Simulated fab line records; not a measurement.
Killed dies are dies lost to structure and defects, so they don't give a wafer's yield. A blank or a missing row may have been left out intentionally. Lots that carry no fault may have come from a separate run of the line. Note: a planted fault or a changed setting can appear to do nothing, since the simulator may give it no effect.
A struck lot beside a sound one + flow n5-finfet + 38 out of 1938 route steps
Sound: wafers L402.1, L402.3, L402.6. The struck wafers were L396.2, L396.3, L396.6. At the end, the cause is stated.
Order at every step that has rows: each side's tool, ch and its chambers, its first start. Under that, the readings that differ: sound wafers + struck wafers + difference of the means + sigmas: that difference in standard deviations of wafers without a fault.
alike: readings whose means differ by less than 2 such deviations, and words and numbers that are the same on both sides. not compared: withheld readings, readings that some wafer has no value for, bounds like >300 that may hide the same value, and numbers for which the record gives no deviation and whose values overlap.
Wherever a step has rows on one side only, a row that says differs or no value, or a row with sigmas, the two part there. Numbers that have no deviation but don't overlap get no sigmas and don't part them. A reading that every wafer of one side lacks parts them only if that side has two wafers or more.

first, 9 steps without rows for these wafers: N5_BEOL_M3_ANNEAL_95 (time 240 s); N5_BEOL_M3_SPUTTER_96 (material Cu, target thk 4.5 nm, time 8.29 s); N5_BEOL_M3_ECD_50 (material Cu, target thk 300 nm); N5_BEOL_M3_ANNEAL_51 (time 90 s); N5_BEOL_M3_CMP_52 (polishes, stops on SiOC, t overpolish 6.8 s, target thk 40 nm); N5_BEOL_M3_PRE_CLEAN_60 (time 15 s); N5_BEOL_M3_CO_CAP_55 (material Co, precursor CCTBA/H2, target thk 2 nm, time 102.1 s); N5_BEOL_M3_PRE_CLEAN_56 (time 15 s); N5_BEOL_M3_DEP_57 (deposits SiCN from 3MS/NH3, target thk 8 nm, time 14 s).
N5_BEOL_M4_ILD_DEP_00: deposits SiOC from DEMS/O2, target thk 79 nm, time 15.3 s.
  sound on pecvd-01 ch 0,1,2, day 13 03:26; struck on pecvd-02 ch 0,1, day 11 14:58
| reading                                      | sound          | struck          | difference | sigmas |
|----------------------------------------------|----------------|-----------------|------------|--------|
| model.SiOC_of_BEOL_M4_ILD_DEP_00.thk-nm (nm) | 77.6 77.6 79.2 | 110 110.4 110.4 | +32        |        |
  alike: chamber-pressure-Torr, heater-power-outer-w, heater-power-w, showerhead-plenum-p-Torr, throttle-valve-pct
  not compared: since-wet-clean-h
N5_BEOL_M4_THK_MEAS_01:
  sound on film-metro-01, day 13 03:29; struck on film-metro-02, day 11 15:02
| reading         | sound          | struck            | difference | sigmas |
|-----------------|----------------|-------------------|------------|--------|
| M4_ILD_THK (nm) | 77.7 77.8 79.2 | 109.9 110.4 110.4 | +32.0      | +33    |
then, 24 steps without rows for these wafers: N5_BEOL_M4_PECVD_72 (deposits SiO2 from TEOS/O2, target thk 16 nm, time 18 s); N5_BEOL_M4_HM_DEP_02 (deposits TiN, target thk 20 nm); N5_BEOL_M4_COAT_61 (time 60 s, resist thk 60 nm); N5_BEOL_M4_COAT_62 (time 60 s, resist thk 12 nm); N5_BEOL_M4_COAT_73 (time 60 s, resist thk 5 nm); N5_BEOL_M4_COAT_05 (resist thk 30 nm); N5_BEOL_M4_EBR_07; N5_BEOL_M4_SOFTBAKE_06 (time 60 s); N5_BEOL_M4_EXPOSE_08 (exposes mask M4); N5_BEOL_M4_PEB_09 (peb time 60 s); N5_BEOL_M4_DEVELOP_10 (develop time 30 s); N5_BEOL_M4_DESCUM_16 (chemistry O2, time 7 s); N5_BEOL_M4_ETCH_74 (etches underlayer in N2/H2, target depth 6.5 nm, time 5.2 s); N5_BEOL_M4_ETCH_63 (etches SiARC in CF4, target depth 15.6 nm, time 26 s); N5_BEOL_M4_ETCH_64 (etches SOC in N2/H2, target depth 75 nm, overetch 22.5 nm, time 121.9 s); N5_BEOL_M4_STRIP_65 (strips in N2/H2); N5_BEOL_M4_STRIP_75 (strips in N2/H2); N5_BEOL_M4_STRIP_66 (strips in CF4); N5_BEOL_M4_HM_OPEN_17 (chemistry Cl2/BCl3, target TiN, target depth 20 nm, overetch 6 nm); N5_BEOL_M4_STRIP_19 (strips in O2); N5_BEOL_M4_COAT_67 (time 60 s, resist thk 60 nm); N5_BEOL_M4_COAT_68 (time 60 s, resist thk 12 nm); N5_BEOL_M4_COAT_76 (time 60 s, resist thk 5 nm); N5_BEOL_M4_COAT_22 (resist thk 30 nm).
N5_BEOL_M4_CMP_52: polishes, stops on SiOC, t overpolish 6.8 s, target thk 40 nm.
  sound on cmp-02 ch 1,2,3, day 13 16:14; struck on cmp-02 ch 0,2,3, day 12 01:03
| reading                                      | sound          | struck            | difference | sigmas |
|----------------------------------------------|----------------|-------------------|------------|--------|
| model.SiOC_of_BEOL_M4_ILD_DEP_00.thk-nm (nm) | 74.6 74.6 76.2 | 106.8 107.4 107.4 | +32.1      |        |
  alike: clearing-platen-down-force-psi, motor-current-A, retaining-ring-pressure-frac
N5_BEOL_M4_RC_MEAS_101:
  the record has rows for the sound wafers here (prober-01 ch 0, day 13 16:47) and none for the struck ones
-- record jumps: 5 days separate the struck wafers' starts on either side; left off in module BEOL_M4, taken up again in module PASSIVATION, whose first shown step is the route's number 1936 --
N5_PASSIVATION_PROBE_49:
  the record has rows for the struck wafers here (prober-02, day 16 16:44) and none for the sound ones

## WHERE THEY PART
First at N5_BEOL_M4_THK_MEAS_01; last, within this record, at N5_PASSIVATION_PROBE_49.

WHY: the cause the simulator had injected
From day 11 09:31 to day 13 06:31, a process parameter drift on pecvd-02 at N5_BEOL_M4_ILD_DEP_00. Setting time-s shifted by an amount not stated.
